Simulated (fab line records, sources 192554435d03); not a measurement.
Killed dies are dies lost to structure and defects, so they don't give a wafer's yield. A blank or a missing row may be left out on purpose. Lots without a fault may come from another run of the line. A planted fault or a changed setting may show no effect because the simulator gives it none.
A struck lot beside a sound one | flow n5_finfet | 39 steps out of a route of 1938
Sound: wafers L879.1, L879.2, L879.4. Struck: wafers L890.1, L890.3, L890.6. The cause comes at the end.
At each step with rows: each side's tool, then ch and its chambers, then its first start. Under that, the readings that differ: sound wafers | struck wafers | difference of the means | sigmas: that difference in standard deviations of wafers without a fault.
alike: readings whose means differ by less than 2 such deviations, and words and numbers that are the same on both sides. not compared: withheld readings, readings that some wafer has no value for, bounds like >300 that may hide the same value, and numbers for which the record gives no deviation and whose values overlap.
The two part at a step that has a row with sigmas, a row that says differs or no value, or rows on one side only. Numbers that don't overlap but have no deviation are shown without sigmas and don't part them. A reading that every wafer of one side lacks parts them only if that side has two wafers or more.

first, 12 steps without rows for these wafers: N5_SD_EPI_N_ETCH_35 (etches SOC in N2/H2, overetch 108 nm, time 486 s); N5_SD_EPI_N_STRIP_36 (strips in N2/H2); N5_SD_EPI_N_ETCHBACK_44 (etches SiNx in CH3F/O2, stops on SiO2, target depth 14.5 nm); N5_SD_EPI_N_ETCH_45 (etches SiOCN in CH3F/O2, target depth 6 nm); N5_SD_EPI_N_ETCH_16 (etches SiO2 in CHF3/O2, target depth 5 nm); N5_SD_EPI_N_STRIP_47 (strips in CHF3/O2); N5_SD_EPI_N_SD_RECESS_17 (chemistry HBr/Cl2/O2, target depth 41 nm, time 23.7 s, bt time 3 s); N5_SD_EPI_N_STRIP_38 (strips in N2/H2); N5_SD_EPI_N_WET_ETCH_43 (etches SiO2 in dHF, time 14 s, target depth 1.5 nm); N5_SD_EPI_N_STRIP_18 (strips in SPM, time 750 s); N5_SD_EPI_N_SRD_20 (time 30 s); N5_SD_EPI_N_PRECLEAN_48 (cleans in NF3:NH3, afs cycles 2, time 20 s, sublimation time 60 s).
N5_SD_EPI_N_VAPOR_ETCH_50: etches Si in HCl, time 54 s.
  sound on epi_rpcvd-02 ch 0, day 4 20:53; struck on epi_rpcvd-02 ch 0, day 7 16:09
  reading              | sound                | struck               | difference | sigmas
  susceptor_temp_C (C) | 774.64 775.18 774.92 | 784.02 784.32 784.28 | +9.29      | +31
  alike: throttle_valve_pct
then, 24 steps without rows for these wafers: N5_SD_EPI_N_EPI_21 (deposits Si:P, time 690 s); N5_SD_EPI_N_PRECLEAN_24 (cleans in O3/DIW, time 60 s); N5_SD_EPI_N_SRD_25 (time 30 s); N5_SD_EPI_N_PRECLEAN_49 (cleans in NF3:NH3, afs cycles 1, time 20 s, sublimation time 60 s); N5_SD_EPI_N_LINER_46 (material SiNx, target thk 3 nm); N5_SD_EPI_P_COAT_34 (time 60 s, resist thk 350 nm); N5_SD_EPI_P_COAT_35 (time 60 s, resist thk 35 nm); N5_SD_EPI_P_COAT_03 (resist thk 150 nm); N5_SD_EPI_P_EBR_05; N5_SD_EPI_P_SOFTBAKE_04 (time 60 s); N5_SD_EPI_P_EXPOSE_06 (exposes mask SD P BLK, target cd 240 nm); N5_SD_EPI_P_PEB_07 (peb time 60 s); N5_SD_EPI_P_DEVELOP_08 (develop time 30 s); N5_SD_EPI_P_DESCUM_14 (chemistry O2, time 7.9 s); N5_SD_EPI_P_ETCH_36 (etches SiARC in CF4, target depth 45.5 nm, time 75.8 s); N5_SD_EPI_P_ETCH_37 (etches SOC in N2/H2, overetch 108 nm, time 486 s); N5_SD_EPI_P_STRIP_38 (strips in N2/H2); N5_SD_EPI_P_ETCHBACK_46 (etches SiNx in CH3F/O2, stops on SiO2, target depth 17.5 nm); N5_SD_EPI_P_ETCH_47 (etches SiOCN in CH3F/O2, target depth 25 nm); N5_SD_EPI_P_ETCH_16 (etches SiO2 in CHF3/O2, target depth 5 nm); N5_SD_EPI_P_STRIP_50 (strips in CHF3/O2); N5_SD_EPI_P_SD_RECESS_17 (chemistry HBr/Cl2/O2, target depth 39.1 nm, bt time 3 s); N5_SD_EPI_P_WET_ETCH_45 (etches SiO2 in dHF, time 10.7 s, target depth 2 nm, rinse time 30 s); N5_SD_EPI_P_STRIP_40 (strips in N2/H2).
-- the record jumps here: 5 days lie between the struck wafers' starts before and after (it left off in module SD_EPI_P and takes up again in module BEOL_M4, whose first step shown is number 1111 of the route) --
N5_BEOL_M4_RC_MEAS_101:
  sound on prober-02 ch 0, day 9 16:01; struck on prober-02 ch 0, day 12 08:34
  reading         | sound          | struck         | difference | sigmas
  DIBL_P (mV/V)   | 37.8 39.0 38.8 | 34.5 33.3 33.5 | -4.8       | -2
  IOFF_P (nA/um)  | 0.30 0.33 0.34 | 0.18 0.17 0.18 | -0.15      | -4
  REXT_N (ohm.um) | 75.9 75.8 74.9 | 71.6 71.3 70.5 | -4.4       | -3
  SS_P (mV/dec)   | 74.0 74.5 74.2 | 72.7 73.3 72.6 | -1.4       | -2
  VT_P (mV)       | -242 -242 -241 | -252 -254 -250 | -10        | -3
  alike: DIBL_N, IOFF_N, ION_N, ION_P, SS_N, VT_N
-- the record jumps here: 4 days lie between the struck wafers' starts before and after (it left off in module BEOL_M4 and takes up again in module PASSIVATION, whose first step shown is number 1936 of the route) --
N5_PASSIVATION_PROBE_49:
  sound on prober-02, day 14 05:41; struck on prober-02, day 16 18:55
  alike: defect_limited_yield, killed_at_M0_to_M3, killed_at_M4_up, killed_at_contacts, killed_at_front_end, killed_at_other, killed_dies, killed_open, killed_short, sort_bin_4_leakage, sort_bin_5_function, sort_bin_6_memory, sort_n_pass, sort_yield_pct

WHERE THEY PART
First at N5_SD_EPI_N_VAPOR_ETCH_50; last, within this record, at N5_BEOL_M4_RC_MEAS_101. Later steps at which nothing parts them and some readings are alike: N5_PASSIVATION_PROBE_49.

WHY: what the simulator had put in
Process parameter drift: epi_rpcvd-02, from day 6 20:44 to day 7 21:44, at N5_SD_EPI_N_VAPOR_ETCH_50. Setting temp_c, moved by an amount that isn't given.
